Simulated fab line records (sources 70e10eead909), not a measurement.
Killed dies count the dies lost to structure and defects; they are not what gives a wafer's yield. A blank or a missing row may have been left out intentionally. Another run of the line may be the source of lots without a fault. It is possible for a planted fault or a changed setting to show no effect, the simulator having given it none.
fab line records | flow nandHarc
[record] lots = 14 | wafers = 39 | lastDay = 33
route steps=1302 shown A_CHANNEL_FILL_D1@499 A_DECK1_JOINT@539 A_ONON_D2@545 END@1302
lots untouched by any fault: they come from a run of this same line in which no faults occurred
startH: start of the lot's first displayed wafer, in hours after the record's first day | waitH: how many hours have passed since the lot's step before this one | " the same as in the row above | L1.1+2: one row covering several wafers at once | - value missing, or start not given | * or withheld: withheld | < > ~ a bound
route shown NAME@n: NAME is a module with steps in the file, n the number in the route of the first one | usual: average and standard deviation across the fault-free wafers | same: alike in all rows | chamber/n: place in a boat | sites: per-site readings | _std_site: how widely they spread, as a standard deviation | _edge_site: outer sites' mean less inner sites' | radiusMm: how far each site lies from the wafer's centre | mask NAME#n: copy n | behind: the tool/chamber that last shaped the wafer | hold: why the lot went on hold/how many hours it stayed there/how the hold came to an end | device: which transistor (n, p or np) failed to switch | end of line: at the end of the route, the tests of the same wafers | a step without rows: its recipe alone | killed: dies that structure and defects cost at the first sort, which is not the same as the wafer's yield | map: shows each die of a wafer: x if killed, . if not, _ if none is there
set.NAME: setting as actually run; set.NAME@STEP: the setting as run at that earlier step | model.NAME: the simulator's own value behind a step, which no gauge read
the route's steps for a sample of lots (tables are steps, rows are wafers)
services: from which hour (startH, from the record's first day; less than 0 if before it) a tool's chamber was out of use, for how many hours, and why
[[steps]]
[step NHARC_A_CHANNEL_FILL_D1_ETCHBACK_19]
[recipe] targetDepthA = 50 | timeS = 1.7 | hbrFlowSccm = 150 | cl2FlowSccm = 50 | rfW = 400 | icpW = 400 | biasW = 100 | chemistry = HBr/Cl2
[usual] drypumpMotorCurrentA = 5.5/0.4 | heBacksideLeakSccm = 2.70/0.22 | mfcCl2Sccm = 50.01/0.15 | oesProductAu = 1.008/0.013 | throttleValvePct = 26.407/0.0097
lot.wafer | tool     | chamber | startH | waitH | drypumpMotorCurrentA | heBacksideLeakSccm | mfcCl2Sccm | oesProductAu | rfHoursCounterH | throttleValvePct
L240.3    | rieSi-01 | 3       | 228.14 | 0.4   | 6.0                  | 2.65               | 49.92      | 0.994        | 0.1             | 26.393
L240.4    | "        | 0       | "      | "     | 5.2                  | 2.91               | 50.14      | 1.012        | 0.1             | 26.400
L240.2    | "        | 2       | "      | "     | 5.4                  | 2.66               | 49.99      | 1.014        | 0.1             | 26.389
L242.2    | rieSi-06 | 3       | 244.08 | 0.4   | 5.7                  | 2.35               | 50.05      | 1.012        | 0.9             | 26.415
L242.5    | "        | 3       | "      | "     | 5.7                  | 2.50               | 50.04      | 1.013        | -               | 26.390
L242.6    | "        | 0       | "      | "     | 5.7                  | 2.94               | 49.97      | 1.003        | -               | 26.419
L243.2    | rieSi-02 | 0       | 249.41 | 0.4   | 5.2                  | 2.97               | 50.18      | 0.990        | 0.8             | 26.411
L243.1    | "        | 2       | "      | "     | 5.5                  | 2.30               | 50.02      | 1.010        | 0.9             | 26.423
L243.3    | "        | 3       | "      | "     | 5.5                  | 2.49               | 49.76      | 1.012        | 0.9             | 26.407
L247.2    | rieSi-02 | 0       | 292.82 | 0.4   | 5.2                  | 3.01               | 49.81      | 1.003        | 0.1             | 26.408
L247.5    | "        | 3       | "      | "     | 5.5                  | 2.53               | 50.01      | 0.990        | -               | 26.413
L248.4    | rieSi-01 | 3       | 310.68 | 0.4   | 6.0                  | 2.57               | 50.16      | 1.009        | 0.7             | 26.389
L248.5    | "        | 2       | "      | "     | 5.4                  | 2.69               | 49.87      | 1.044        | -               | 26.415
L250.2    | rieSi-02 | 0       | 317.68 | 0.4   | 5.2                  | 2.93               | 50.05      | 1.006        | 0.2             | 26.419
L250.1    | "        | 2       | "      | "     | 5.5                  | 2.35               | 50.00      | 1.024        | 0.3             | 26.405
L251.2    | rieSi-06 | 3       | 331.40 | 0.4   | 5.6                  | 2.44               | 49.89      | 1.007        | 0.4             | 26.410
L251.1    | "        | 2       | "      | "     | 4.8                  | 2.76               | 50.02      | 1.026        | 0.4             | 26.406
L251.5    | "        | 0       | "      | "     | 5.7                  | 3.00               | 50.08      | 1.016        | -               | 26.414
L253.1    | rieSi-02 | 1       | 355.80 | 0.4   | 6.1                  | 2.83               | 50.00      | 1.021        | 0.5             | 26.402
L253.2    | "        | 2       | "      | "     | 5.5                  | 2.41               | 49.99      | 1.012        | 0.4             | 26.422
L253.3    | "        | 3       | "      | "     | 5.5                  | 2.57               | 50.02      | 0.993        | 0.4             | 26.409
L254.1    | rieSi-02 | 3       | 373.38 | 0.4   | 5.5                  | 2.45               | 50.38      | 0.988        | 0.5             | 26.413
L254.4    | "        | 1       | "      | "     | 6.2                  | 2.62               | 50.31      | 1.006        | 0.6             | 26.407
L254.6    | "        | 3       | "      | "     | 5.5                  | 2.52               | 50.28      | 0.992        | -               | 26.413
L256.2    | rieSi-06 | 2       | 389.59 | 0.4   | 4.8                  | 2.76               | 49.72      | 1.032        | 0.7             | 26.409
L256.6    | "        | 1       | "      | "     | 5.9                  | 2.62               | 49.80      | 0.986        | -               | 26.401
L256.5    | "        | 2       | "      | "     | 4.8                  | 2.84               | 49.75      | 1.026        | -               | 26.414
L257.1    | rieSi-06 | 2       | 395.72 | 0.4   | 4.9                  | 2.75               | 50.07      | 1.026        | 0.7             | 26.416
L257.3    | "        | 1       | "      | "     | 5.8                  | 2.70               | 49.81      | 0.987        | 0.7             | 26.392
L257.6    | "        | 3       | "      | "     | 5.7                  | 2.35               | 49.96      | 1.005        | -               | 26.409
L259.1    | rieSi-02 | 1       | 412.20 | 0.4   | 6.2                  | 2.91               | 50.33      | 1.005        | 0.8             | 26.406
L259.6    | "        | 1       | "      | "     | 6.2                  | 2.74               | 50.07      | 1.008        | -               | 26.406
L259.5    | "        | 0       | "      | "     | 5.2                  | 2.87               | 49.93      | 0.995        | -               | 26.415
L258.4    | rieSi-06 | 2       | 412.23 | 0.4   | 4.8                  | 2.85               | 50.08      | 1.022        | 0.8             | 26.399
L258.3    | "        | 1       | "      | "     | 5.8                  | 2.73               | 50.17      | 1.005        | 0.8             | 26.426
L258.5    | "        | 3       | "      | "     | 5.7                  | 2.50               | 50.12      | 0.999        | -               | 26.403
L262.4    | rieSi-06 | 2       | 440.03 | 0.4   | 4.9                  | 2.75               | 50.15      | 1.016        | 0               | 26.397
L262.1    | "        | 3       | "      | "     | 5.6                  | 2.60               | 50.06      | 1.019        | 0               | 26.393
L262.5    | "        | 1       | "      | "     | 5.8                  | 2.62               | 50.03      | 1.000        | -               | 26.410
[step NHARC_A_DECK1_JOINT_CMP_02]
[recipe] material = SiOx
[usual] motorCurrentA = 12.5/1.5 | slurryFlowMlMin = 150.0/0.48
lot.wafer | tool   | chamber | startH | waitH | motorCurrentA | slurryFlowMlMin
L240.4    | cmp-03 | 0       | 285.35 | 0.4   | 12.6          | 150.1
L240.2    | "      | 1       | "      | "     | 12.1          | 149.7
L240.3    | "      | 3       | "      | "     | 12.5          | 150.6
L242.2    | cmp-01 | 1       | 301.19 | 0.4   | 11.1          | 149.6
L242.5    | "      | 2       | "      | "     | 12.1          | 149.9
L242.6    | "      | 3       | "      | "     | 12.5          | 149.5
L243.1    | cmp-01 | 2       | 315.04 | 0.4   | 12.6          | 149.9
L243.3    | "      | 3       | "      | "     | 12.9          | 150.4
L243.2    | "      | 1       | "      | "     | 11.2          | 151.0
L247.2    | cmp-03 | 3       | 353.82 | 0.4   | 12.4          | 150.4
L247.5    | "      | 2       | "      | "     | 12.4          | 151.2
L248.4    | cmp-04 | 1       | 369.21 | 0.4   | 16.1          | 150.7
L248.5    | "      | 0       | "      | "     | 10.0          | 149.9
L250.1    | cmp-04 | 0       | 377.32 | 0.4   | 10.5          | 149.5
L250.2    | "      | 3       | "      | "     | 12.5          | 149.8
L251.1    | cmp-03 | 1       | 390.04 | 0.4   | 12.8          | 150.4
L251.2    | "      | 2       | "      | "     | 12.2          | 149.6
L251.5    | "      | 1       | "      | "     | 13.0          | 149.3
L253.3    | cmp-04 | 2       | 415.31 | 0.4   | 12.7          | 149.0
L253.1    | "      | 3       | "      | "     | 11.8          | 149.4
L253.2    | "      | 0       | "      | "     | 10.3          | 150.1
L254.1    | cmp-04 | 3       | 430.78 | 0.4   | 12.3          | 150.4
L254.4    | "      | 2       | "      | "     | 13.4          | 150.0
L254.6    | "      | 0       | "      | "     | 9.9           | 150.5
L256.2    | cmp-01 | 0       | 449.41 | 0.4   | 11.9          | 149.7
L256.6    | "      | 0       | "      | "     | 12.4          | 149.2
L256.5    | "      | 1       | "      | "     | 10.9          | 149.7
L257.3    | cmp-03 | 3       | 455.25 | 0.4   | 11.9          | 150.9
L257.1    | "      | 0       | "      | "     | 12.0          | 149.5
L257.6    | "      | 0       | "      | "     | 12.3          | 149.2
L259.1    | cmp-01 | 0       | 477.71 | 0.4   | 11.8          | 149.9
L259.5    | "      | 0       | "      | "     | 12.7          | 150.7
L259.6    | "      | 1       | "      | "     | 11.2          | 151.0
L258.4    | cmp-04 | 0       | 477.74 | 0.4   | 11.0          | 149.5
L258.3    | "      | 2       | "      | "     | 13.6          | 150.1
L258.5    | "      | 0       | "      | "     | 10.4          | 150.0
L262.1    | cmp-03 | 3       | 496.58 | 0.4   | 13.3          | 149.7
L262.4    | "      | 1       | "      | "     | 12.5          | 150.5
L262.5    | "      | 0       | "      | "     | 12.5          | 150.6
[step NHARC_A_ONON_D2_DEP_00]
[recipe] targetThkA = 10000 | n2FlowSccm = 2750 | n2oFlowSccm = 2000 | nh3FlowSccm = 500 | sih4FlowSccm = 210 | tempC = 400
lot.wafer  | tool         | chamber | startH | waitH
L240.2+3+4 | pecvdOnon-02 | 0       | 286.18 | 0.1
L242.2+5+6 | pecvdOnon-02 | 0       | 301.96 | 0.1
L243.1+2+3 | pecvdOnon-02 | 0       | 315.81 | 0.1
L247.2+5   | pecvdOnon-03 | 0       | 354.62 | 0.1
L248.4+5   | pecvdOnon-03 | 0       | 370.19 | 0.2
L250.1+2   | pecvdOnon-03 | 0       | 378.09 | 0.1
L251.1+2+5 | pecvdOnon-01 | 0       | 390.79 | 0.1
L253.1+2+3 | pecvdOnon-01 | 0       | 416.20 | 0.1
L254.1+4+6 | pecvdOnon-03 | 0       | 431.55 | 0.1
L256.2+5+6 | pecvdOnon-03 | 0       | 450.24 | 0.1
L257.1+3+6 | pecvdOnon-03 | 0       | 456.02 | 0.1
L259.1+5+6 | pecvdOnon-03 | 0       | 478.48 | 0.1
L258.3+4+5 | pecvdOnon-01 | 0       | 478.61 | 0.2
L262.1+4+5 | pecvdOnon-02 | 0       | 497.42 | 0.1
[step NHARC_A_ONON_D2_THK_MEAS_02]
[recipe] thkMeasGauge = ellipsometry
[usual] thkNm = 998/8.2
lot.wafer | tool         | chamber | startH | waitH | thkNm
L240.2    | filmMetro-02 | -       | 286.64 | -     | 1013
L240.3    | "            | -       | "      | "     | 1015
L240.4    | "            | -       | "      | "     | 1013
L242.2    | filmMetro-02 | -       | 302.41 | -     | 1003
L242.5    | "            | -       | "      | "     | 1003
L242.6    | "            | -       | "      | "     | 1003
L243.1    | filmMetro-01 | -       | 316.32 | -     | 989
L243.2    | "            | -       | "      | "     | 989
L243.3    | "            | -       | "      | "     | 989
L247.2    | filmMetro-02 | -       | 355.07 | -     | 1526
L247.5    | "            | -       | "      | "     | 1528
L248.4    | filmMetro-02 | -       | 370.53 | -     | 1008
L248.5    | "            | -       | "      | "     | 1542
L250.1    | filmMetro-01 | -       | 378.60 | -     | 989
L250.2    | "            | -       | "      | "     | 1523
L251.1    | filmMetro-02 | -       | 391.30 | -     | 994
L251.2    | "            | -       | "      | "     | 993
L251.5    | "            | -       | "      | "     | 993
L253.1    | filmMetro-02 | -       | 416.72 | -     | 1003
L253.2    | "            | -       | "      | "     | 1000
L253.3    | "            | -       | "      | "     | 1004
L254.1    | filmMetro-02 | -       | 432.06 | -     | 1001
L254.4    | "            | -       | "      | "     | 1000
L254.6    | "            | -       | "      | "     | 999
L256.2    | filmMetro-02 | -       | 450.69 | -     | 1012
L256.5    | "            | -       | "      | "     | 1012
L256.6    | "            | -       | "      | "     | 1014
L257.1    | filmMetro-01 | -       | 456.54 | -     | 1000
L257.3    | "            | -       | "      | "     | 1000
L257.6    | "            | -       | "      | "     | 999
L259.1    | filmMetro-02 | -       | 478.99 | -     | 1005
L259.5    | "            | -       | "      | "     | 1006
L259.6    | "            | -       | "      | "     | 1006
L258.3    | filmMetro-01 | -       | 479.00 | -     | 1006
L258.4    | "            | -       | "      | "     | 1004
L258.5    | "            | -       | "      | "     | 1004
L262.1    | filmMetro-01 | -       | 497.93 | -     | 998
L262.4    | "            | -       | "      | "     | 995
L262.5    | "            | -       | "      | "     | 996
[step NHARC_END_SORT_01]
[recipe] tempC = 25
[usual] killedAtArray = 56/20 | killedAtOther = 0.9/1.1 | killedAtPeriphery = 3.7/3 | killedDies = 61/21 | killedOpen = 2.9/1.6 | killedShort = 2.6/1.4
[same] grossDies = 677
lot.wafer | tool      | chamber | startH | waitH | killedAtArray | killedAtOther | killedAtPeriphery | killedDies | killedOpen | killedShort
L247.2    | prober-01 | 0       | 640.87 | 2.8   | 676           | 0             | 1                 | 677        | 5          | 6
L247.5    | prober-01 | 0       | 643.26 | 3.7   | 675           | 0             | 2                 | 677        | 3          | 1
L248.4    | prober-01 | 0       | 664.24 | 3.4   | 43            | 4             | 8                 | 55         | 4          | 3
L248.5    | prober-01 | 0       | 665.03 | 3.7   | 670           | 3             | 4                 | 677        | 2          | 3
L250.1    | prober-01 | 0       | 669.60 | 2.5   | 82            | 1             | 11                | 94         | 3          | 2
L250.2    | prober-01 | 0       | 670.40 | 2.8   | 662           | 2             | 13                | 677        | 3          | 5
L251.1    | prober-02 | 0       | 678.69 | 2.6   | 49            | 1             | 2                 | 52         | 2          | 1
L251.2    | prober-02 | 0       | 679.49 | 2.9   | 37            | 1             | 2                 | 40         | 3          | 2
L251.5    | prober-02 | 0       | 681.91 | 3.7   | 49            | 1             | 2                 | 52         | 4          | 3
L254.1    | prober-02 | 0       | 724.84 | 2.5   | 43            | 0             | 4                 | 47         | 2          | 3
L254.4    | prober-02 | 0       | 727.21 | 3.4   | 49            | 0             | 2                 | 51         | 2          | 3
// killed by level:class
L247.2 A_ONON_D2:areaDep=630 A_CONTACT:chamberFilmFlake=14 A_CHANNEL_HOLE_D2:chamberFilmFlake=10 A_CHANNEL_HOLE_D1:chamberFilmFlake=7 A_WL_FILL:geometricParticle:short=3 A_WL_FILL:geometricParticle:open=2 A_CONTACT:geometricParticle:open=2 A_SGD_CUT:chamberFilmFlake=2
L247.5 A_ONON_D2:areaDep=645 A_CONTACT:chamberFilmFlake=9 A_CHANNEL_HOLE_D2:chamberFilmFlake=6 A_CHANNEL_HOLE_D1:chamberFilmFlake=4 A_SGD_CUT:chamberFilmFlake=4 A_CHANNEL_FILL_D1:chamberFilmFlake=2 P_M2:geometricParticle:open=1 A_SOURCE_PLATE:geometricParticle:open=1
L248.4 A_CHANNEL_HOLE_D2:chamberFilmFlake=21 A_ZERO_WELL:chamberFilmFlake=6 A_CHANNEL_HOLE_D1:chamberFilmFlake=5 P_GATE:chamberFilmFlake=3 P_M0:chamberFilmFlake=3 A_CONTACT:chamberFilmFlake=3 THIN_TSV:chamberFilmFlake=3 A_BONDPAD:chamberFilmFlake=2
L248.5 A_ONON_D2:areaDep=635 A_CHANNEL_HOLE_D2:chamberFilmFlake=14 A_CHANNEL_HOLE_D1:chamberFilmFlake=7 A_CONTACT:chamberFilmFlake=4 P_M0:chamberFilmFlake=3 THIN_TSV:chamberFilmFlake=3 A_STAIRCASE:chamberFilmFlake=2 A_WL_FILL:chamberFilmFlake=2
L250.1 A_CHANNEL_HOLE_D1:chamberFilmFlake=31 A_SLIT:chamberFilmFlake=28 A_CHANNEL_HOLE_D2:chamberFilmFlake=10 P_STI:chamberFilmFlake=4 P_GATE:chamberFilmFlake=4 A_CHANNEL_FILL_D1:geometricParticle:short=2 P_M0:chamberFilmFlake=2 A_DECK1_JOINT:chamberFilmFlake=2
L250.2 A_ONON_D2:areaDep=597 A_SLIT:chamberFilmFlake=25 A_CHANNEL_HOLE_D1:chamberFilmFlake=16 A_CHANNEL_HOLE_D2:chamberFilmFlake=10 P_GATE:chamberFilmFlake=5 P_M0:chamberFilmFlake=4 A_BONDPAD:chamberFilmFlake=4 P_STI:chamberFilmFlake=3
L251.1 A_CHANNEL_HOLE_D1:chamberFilmFlake=34 A_CHANNEL_FILL_D1:chamberFilmFlake=5 A_CHANNEL_FILL_D2:chamberFilmFlake=2 A_STAIRCASE:chamberFilmFlake=2 A_SOURCE_PLATE:geometricParticle:open=1 A_ONON_D1:geometricParticle:open=1 A_CHANNEL_FILL_D2:geometricParticle:short=1 P_GATE:chamberFilmFlake=1
L251.2 A_CHANNEL_HOLE_D1:chamberFilmFlake=22 A_STAIRCASE:chamberFilmFlake=4 A_SLIT:chamberFilmFlake=4 A_CHANNEL_HOLE_D1:geometricParticle:short=1 A_CHANNEL_FILL_D1:geometricParticle:short=1 A_WL_FILL:geometricParticle:open=1 A_M0:geometricParticle:open=1 STARTING-WAFER:geometricParticle:open=1
L251.5 A_CHANNEL_HOLE_D1:chamberFilmFlake=35 A_CONTACT:geometricParticle:open=2 A_SLIT:chamberFilmFlake=2 A_CHANNEL_FILL_D1:chamberFilmFlake=2 A_ONON_D1:geometricParticle:short=1 A_WL_FILL:geometricParticle:short=1 A_BLC:geometricParticle:open=1 A_M0:geometricParticle:open=1
L254.1 A_CHANNEL_HOLE_D1:chamberFilmFlake=27 A_SLIT:chamberFilmFlake=5 A_STAIRCASE:chamberFilmFlake=3 P_STI:chamberFilmFlake=2 P_GATE:chamberFilmFlake=2 A_DECK1_JOINT:geometricParticle:open=1 A_DECK1_JOINT:geometricParticle:short=1 A_CHANNEL_FILL_D2:geometricParticle:short=1
L254.4 A_CHANNEL_HOLE_D1:chamberFilmFlake=34 A_SLIT:chamberFilmFlake=4 A_STAIRCASE:chamberFilmFlake=3 A_WL_FILL:chamberFilmFlake=2 A_ONON_D1:geometricParticle:open=1 A_CHANNEL_FILL_D1:geometricParticle:short=1 A_CHANNEL_FILL_D1:geometricParticle:open=1 A_DECK1_JOINT:geometricParticle:short=1
[[services]]
tool         | chamber | startH | hours | kind
cmp-04       | -       | 206.27 | 2.0   | repair
rieSi-02     | 1       | 222.99 | 17.9  | repair
pecvdOnon-03 | -       | 227.34 | 13.0  | pm
rieSi-06     | -       | 249.00 | 9.0   | pm
cmp-03       | -       | 260.00 | 4.0   | pm
cmp-04       | -       | 267.03 | 0.7   | repair
rieSi-02     | -       | 277.00 | 9.0   | pm
cmp-03       | -       | 294.65 | 6.3   | repair
cmp-03       | -       | 337.40 | 0.4   | repair
cmp-03       | -       | 358.00 | 4.0   | pm
rieSi-06     | 3       | 361.62 | 6.7   | repair
cmp-03       | -       | 392.66 | 0.7   | repair
pecvdOnon-03 | -       | 408.34 | 13.0  | pm
rieSi-02     | 2       | 412.00 | 7.4   | repair
cmp-03       | -       | 413.44 | 1.1   | repair
rieSi-06     | -       | 424.74 | 0.2   | repair
rieSi-06     | -       | 426.00 | 9.0   | pm
cmp-03       | -       | 451.12 | 0.2   | repair
rieSi-06     | 2       | 452.58 | 4.5   | repair
cmp-03       | -       | 452.72 | 1.8   | repair
rieSi-02     | -       | 454.00 | 9.0   | pm
cmp-03       | -       | 456.00 | 4.0   | pm
cmp-03       | -       | 481.39 | 0.2   | repair
pecvdOnon-03 | -       | 485.34 | 1.3   | repair
[[key]]
[firstSign] step = NHARC_A_ONON_D2_THK_MEAS_02 | reading = thkNm | direction = up | sigmas = 65 | usual = 998 | struck = 1530
[effect] step = NHARC_END_SORT_01 | reading = killedAtArray | direction = up | sigmas = 30 | usual = 56 | struck = 671
[moreKillsBornAt] NHARC_A_ONON_D2_DEP_00@pecvdOnon-03 = 2507
metAt NHARC_A_ONON_D2_DEP_00
struckLots L247,L248,L250
struckWafers L247.2,L247.5,L248.5,L250.2
laterRowsLeftOut L247.2,L247.5,L248.5,L250.2
testerLeftOut L247,L248,L250
notActingAt NHARC_A_CHANNEL_FILL_D1_ETCHBACK_19,NHARC_A_DECK1_JOINT_CMP_02
[fault] kind = processParameterDrift | tool = pecvdOnon-03 | chamber = - | onsetH = 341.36 | steps = NHARC_A_ONON_D2_DEP_00 | channel = targetThkA | offset = * | shape = step | endH = 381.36 | scope = struckWafersOnly | actsIn = * | stated = *
// testerLeftOut: of these lots the tester's yield and bins aren't shown, on N5 and GAA mostly nor the transistor test; their killed dies are dies lost to structure and defects alone, not to doping, threshold or leakage, so they don't give the yield
// laterRowsLeftOut: the simulator's readings of these wafers behind a module that went badly wrong aren't trusted and aren't shown, but for the sort
